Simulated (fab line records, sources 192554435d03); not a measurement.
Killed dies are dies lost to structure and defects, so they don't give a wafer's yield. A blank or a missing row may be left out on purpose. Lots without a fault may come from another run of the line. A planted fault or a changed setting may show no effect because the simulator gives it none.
Which tool did it? | flow n5_finfet | 13 lots, 34 wafers sampled, at 4 steps of a route of 1938

WHAT THE GAUGES READ, wafer by wafer
The record holds no reading of a measuring or inspecting step that can be judged against a usual standard deviation.

WHICH TOOL RAN EACH LOT (tool, then ch and the chambers of the sampled wafers, then the start)
lot  | N5_BEOL_M0_SAQP_HM_DEP_02    | N5_BEOL_M0_SAQP_PECVD_97        | N5_BEOL_M0_SAQP_DEVELOP_13        | N5_BEOL_M0_SAQP_DESCUM_19
L854 | pvd_sputter-01, day 5 18:05  | pecvd-02 ch 0,1,2, day 5 18:18  | litho_track-03 ch 0, day 5 18:50  | rie_diel-03 ch 0,1, day 5 19:00
L856 | pvd_sputter-02, day 6 02:55  | pecvd-03 ch 1,2, day 6 03:07    | litho_track-03 ch 0, day 6 03:33  | rie_diel-06 ch 0,3, day 6 03:45
L858 | pvd_sputter-03, day 6 19:13  | pecvd-02 ch 0,1, day 6 19:25    | litho_track-02 ch 0, day 6 20:01  | rie_diel-06 ch 0,1, day 6 20:10
L861 | pvd_sputter-03, day 7 08:51  | pecvd-03 ch 0,1,2, day 7 09:03  | litho_track-03, day 7 09:36       | rie_diel-02 ch 1,2,3, day 7 09:45
L862 | pvd_sputter-02, day 7 13:32  | pecvd-01 ch 0,2, day 7 13:44    | litho_track-04, day 7 14:18       | rie_diel-03 ch 0,1,3, day 7 14:27
L867 | pvd_sputter-03, day 9 00:22  | pecvd-02 ch 0,2, day 9 00:34    | litho_track-04 ch 0, day 9 01:08  | rie_diel-06 ch 0,1, day 9 01:24
L869 | pvd_sputter-03, day 9 08:40  | pecvd-02 ch 0,1, day 9 08:51    | litho_track-04 ch 0, day 9 09:25  | rie_diel-02 ch 0,1,2, day 9 09:54
L870 | pvd_sputter-02, day 9 13:26  | pecvd-03 ch 2, day 9 13:38      | litho_track-03 ch 0, day 9 14:05  | rie_diel-02 ch 1,2, day 9 14:14
L871 | pvd_sputter-01, day 9 19:21  | pecvd-03 ch 1,2, day 9 19:32    | litho_track-03 ch 0, day 9 19:59  | rie_diel-03 ch 2,3, day 9 20:07
L872 | pvd_sputter-02, day 10 01:37 | pecvd-03 ch 0,2, day 10 01:48   | litho_track-03 ch 0, day 10 02:14 | rie_diel-03 ch 1,3, day 10 02:23
L874 | pvd_sputter-01, day 10 15:34 | pecvd-01 ch 0,1, day 10 15:46   | litho_track-02 ch 0, day 10 16:19 | rie_diel-06 ch 0,1,2, day 10 16:28
L875 | pvd_sputter-01, day 10 22:02 | pecvd-03 ch 1,2, day 10 22:18   | litho_track-03 ch 0, day 10 22:53 | rie_diel-06 ch 1,2, day 10 23:02
L876 | pvd_sputter-02, day 11 05:54 | pecvd-03 ch 0,1,2, day 11 06:05 | litho_track-04 ch 0, day 11 06:32 | rie_diel-06 ch 0,1, day 11 06:40
- N5_BEOL_M0_SAQP_HM_DEP_02: deposits TiN, target thk 12 nm.
- N5_BEOL_M0_SAQP_PECVD_97: deposits SiNx from SiH4/NH3/N2, target thk 23 nm, time 19.9 s.
- N5_BEOL_M0_SAQP_DEVELOP_13: develop time 30 s.
- N5_BEOL_M0_SAQP_DESCUM_19: chemistry O2, time 7.9 s.

WHAT THE TOOLS THEMSELVES READ (means of the sampled wafers that have a number; where no wafer has one, the mark that the record gives instead)
N5_BEOL_M0_SAQP_HM_DEP_02.
lot  | tool           | throttle_valve_pct (%)
L854 | pvd_sputter-01 | 30.9
L856 | pvd_sputter-02 | 29.3
L858 | pvd_sputter-03 | 29.3
L861 | pvd_sputter-03 | 29.2
L862 | pvd_sputter-02 | 29.6
L867 | pvd_sputter-03 | 29.5
L869 | pvd_sputter-03 | 29.9
L870 | pvd_sputter-02 | 29.9
L871 | pvd_sputter-01 | 29.2
L872 | pvd_sputter-02 | 30.3
L874 | pvd_sputter-01 | 29.8
L875 | pvd_sputter-01 | 29.9
L876 | pvd_sputter-02 | 30.1

N5_BEOL_M0_SAQP_PECVD_97.
lot  | tool     | heater_power_outer_w (W) | heater_power_w (W) | showerhead_plenum_p_Torr (Torr) | throttle_valve_pct (%)
L854 | pecvd-02 | 349                      | 583                | 5.11                            | 40.7
L856 | pecvd-03 | 304                      | 526                | 5.08                            | 39.2
L858 | pecvd-02 | 356                      | 595                | 5.12                            | 40.7
L861 | pecvd-03 | 278                      | 497                | 5.12                            | 40.7
L862 | pecvd-01 | 255                      | 484                | 5.16                            | 40.5
L867 | pecvd-02 | 343                      | 598                | 5.13                            | 41.0
L869 | pecvd-02 | 381                      | 660                | 5.15                            | 40.9
L870 | pecvd-03 | 237                      | 444                | 5.14                            | 38.7
L871 | pecvd-03 | 306                      | 531                | 5.09                            | 39.4
L872 | pecvd-03 | 271                      | 484                | 5.19                            | 41.8
L874 | pecvd-01 | 281                      | 554                | 5.15                            | 42.0
L875 | pecvd-03 | 287                      | 512                | 5.11                            | 39.6
L876 | pecvd-03 | 283                      | 496                | 5.12                            | 41.1

N5_BEOL_M0_SAQP_DEVELOP_13.
lot  | tool           | chill_plate_temp_C (C)
L854 | litho_track-03 | 23.13
L856 | litho_track-03 | 22.99
L858 | litho_track-02 | 23.08
L861 | litho_track-03 | -
L862 | litho_track-04 | -
L867 | litho_track-04 | 23.05
L869 | litho_track-04 | 23.00
L870 | litho_track-03 | 22.93
L871 | litho_track-03 | 22.92
L872 | litho_track-03 | 23.09
L874 | litho_track-02 | 23.14
L875 | litho_track-03 | 23.07
L876 | litho_track-04 | 22.85

N5_BEOL_M0_SAQP_DESCUM_19.
lot  | tool        | drypump_motor_current_A (A) | oes_product_au (a.u.) | rf_vpp_V (V) | showerhead_plenum_p_Torr (Torr) | throttle_valve_pct (%)
L854 | rie_diel-03 | 5.3                         | 0.86                  | 245.3        | 2.21                            | 20.19
L856 | rie_diel-06 | 5.5                         | 0.80                  | 242.4        | 2.04                            | 20.57
L858 | rie_diel-06 | 5.8                         | 0.77                  | 243.4        | 2.08                            | 20.45
L861 | rie_diel-02 | 5.7                         | 0.75                  | 242.8        | 2.08                            | 20.60
L862 | rie_diel-03 | 5.8                         | 0.76                  | 243.2        | 2.13                            | 20.36
L867 | rie_diel-06 | 5.8                         | 0.76                  | 243.6        | 2.08                            | 20.49
L869 | rie_diel-02 | 5.6                         | 0.75                  | 240.7        | 2.01                            | 20.71
L870 | rie_diel-02 | 5.5                         | 0.76                  | 242.4        | 2.05                            | 20.71
L871 | rie_diel-03 | 5.8                         | 0.77                  | 242.3        | 2.01                            | 20.57
L872 | rie_diel-03 | 6.0                         | 0.75                  | 242.3        | 2.06                            | 20.45
L874 | rie_diel-06 | 5.4                         | 0.72                  | 242.6        | 2.07                            | 20.59
L875 | rie_diel-06 | 5.2                         | 0.75                  | 243.3        | 2.14                            | 20.40
L876 | rie_diel-06 | 5.7                         | 0.74                  | 243.4        | 2.11                            | 20.40

THE ANSWER, worked out from the rows above alone
Rule: what is usual is taken from the lots themselves. Put in order of their means at a reading, lots are off if they are a third of the lots or fewer, leave a main group of 4 or more, and stand apart from it by a gap of 3 or more times the standard deviation of the main group's means; of several such gaps the widest counts. A main group whose means are all the same, to the digits that the tables above print for the reading, isn't used. A lot without any number at a reading at which 4 lots or more have one is off too. The other lots that the step has rows for count as sound. The gauges are gone through in route order, then the tools' own readings, and for those a lot's mean is taken as printed above. The first step at which some lot is off is used, and at that step the reading that is off furthest; a lot without a number counts as furthest.
Off: L861, L862, at N5_BEOL_M0_SAQP_DEVELOP_13 (chill_plate_temp_C). Without a number there: L861, L862. The main group: mean 23.02 C, standard deviation 0.089.
A tool fits if, at that step or a process step before it, it ran every lot that is off, and no sound lot after the first of them. None of those tried fits.

WHAT THE SIMULATOR HAD PUT IN
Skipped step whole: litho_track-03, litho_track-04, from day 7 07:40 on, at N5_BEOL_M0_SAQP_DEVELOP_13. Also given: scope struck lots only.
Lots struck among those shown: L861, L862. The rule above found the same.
